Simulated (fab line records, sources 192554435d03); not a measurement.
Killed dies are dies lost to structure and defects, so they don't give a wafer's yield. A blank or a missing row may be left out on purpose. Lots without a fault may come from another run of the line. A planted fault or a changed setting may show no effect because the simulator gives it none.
Chamber matching | flow n5_finfet | N5_MOL_CONTACT_COAG_CMP_23 on cmp-01: 4 sister chambers
The step polishes, stops on SiO2, t overpolish 1.5 s, target thk 0 nm. 24 wafers are shown with their chamber, then 12 later ones without.

WAFERS WITH THEIR CHAMBER
wafer  | chamber | motor_current_A (A) | time_to_endpoint_s (s) | overpolish_run_s (s)
L074.2 | 0       | 6.7                 | 7.3                    | 1.502
L074.3 | 3       | 9.3                 | 12.5                   | 1.507
L074.4 | 1       | 8.6                 | 9.0                    | 1.508
L076.1 | 3       | 8.7                 | 16.5                   | 1.500
L076.2 | 0       | 6.5                 | 12.6                   | 1.497
L076.5 | 1       | 8.6                 | 11.3                   | 1.489
L077.1 | 2       | 7.0                 | 7.9                    | 1.514
L077.2 | 3       | 8.9                 | 11.4                   | 1.484
L077.3 | 0       | 6.7                 | 8.7                    | 1.515
L078.3 | 0       | 6.7                 | 11.1                   | 1.505
L078.5 | 3       | 8.5                 | 12.6                   | 1.499
L078.6 | 2       | 7.3                 | 10.4                   | 1.502
L081.1 | 3       | 8.7                 | 15.9                   | 1.495
L081.2 | 1       | 8.9                 | 11.2                   | 1.502
L081.3 | 2       | 7.3                 | 12.6                   | 1.519
L083.2 | 0       | 6.7                 | 7.9                    | 1.499
L083.5 | 0       | 7.0                 | 11.1                   | 1.504
L083.6 | 3       | 8.5                 | 14.6                   | 1.496
L084.3 | 3       | 9.2                 | 12.1                   | 1.511
L084.5 | 1       | 9.2                 | 8.6                    | 1.506
L084.6 | 2       | 7.0                 | 11.0                   | 1.505
L090.1 | 0       | 7.1                 | 6.1                    | 1.490
L090.2 | 1       | 9.3                 | 10.5                   | 1.495
L090.3 | 3       | 8.7                 | 11.6                   | 1.510

SIGNATURES (means of the wafers above)
reading            | chamber 0 | chamber 1 | chamber 2 | chamber 3 | scatter within a chamber
motor_current_A    | 6.771     | 8.920     | 7.150     | 8.812     | 0.265
time_to_endpoint_s | 9.257     | 10.120    | 10.475    | 13.400    | 1.99
overpolish_run_s   | 1.50171   | 1.50000   | 1.51000   | 1.50025   | 0.00826
Rule: a wafer's distance from a chamber is the root of the sum, over the readings, of the square of ((its reading less the chamber's mean) divided by the reading's scatter). The wafer belongs to the nearest chamber; if the next one is less than 2 further off, it can't be placed. The scatter: the root of (the sum of the squares of (reading less its chamber's mean) over the shown wafers, divided by (wafers less chambers)).

WAFERS WITHOUT THEIR CHAMBER
wafer  | motor_current_A (A) | time_to_endpoint_s (s) | overpolish_run_s (s)
L092.1 | 7.2                 | 4.4                    | 1.502
L092.4 | 6.7                 | 4.8                    | 1.506
L092.6 | 6.7                 | 3.7                    | 1.508
L094.1 | 9.2                 | 9.2                    | 1.506
L094.2 | 9.1                 | 7.4                    | 1.514
L094.5 | 9.0                 | 8.0                    | 1.504
L095.2 | 8.5                 | 10.0                   | 1.496
L095.3 | 6.9                 | 7.6                    | 1.505
L095.5 | 8.6                 | 10.1                   | 1.490
L096.2 | 7.0                 | 9.1                    | 1.509
L096.4 | 6.5                 | 8.0                    | 1.501
L096.6 | 7.4                 | 9.3                    | 1.488

WHICH CHAMBER EACH WENT THROUGH
wafer  | from the rows above     | in truth
L092.1 | can't be placed: 0 or 2 | 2
L092.4 | can't be placed: 0 or 2 | 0
L092.6 | can't be placed: 0 or 2 | 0
L094.1 | can't be placed: 1 or 3 | 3
L094.2 | can't be placed: 1 or 3 | 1
L094.5 | can't be placed: 1 or 3 | 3
L095.2 | can't be placed: 1 or 3 | 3
L095.3 | can't be placed: 0 or 2 | 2
L095.5 | can't be placed: 1 or 3 | 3
L096.2 | can't be placed: 2 or 0 | 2
L096.4 | can't be placed: 0 or 2 | 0
L096.6 | can't be placed: 2 or 0 | 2
Placed correctly: 0 of 12. Can't be placed from these rows: 12 (the true chamber is among the candidates in 12). Placed wrongly: 0.
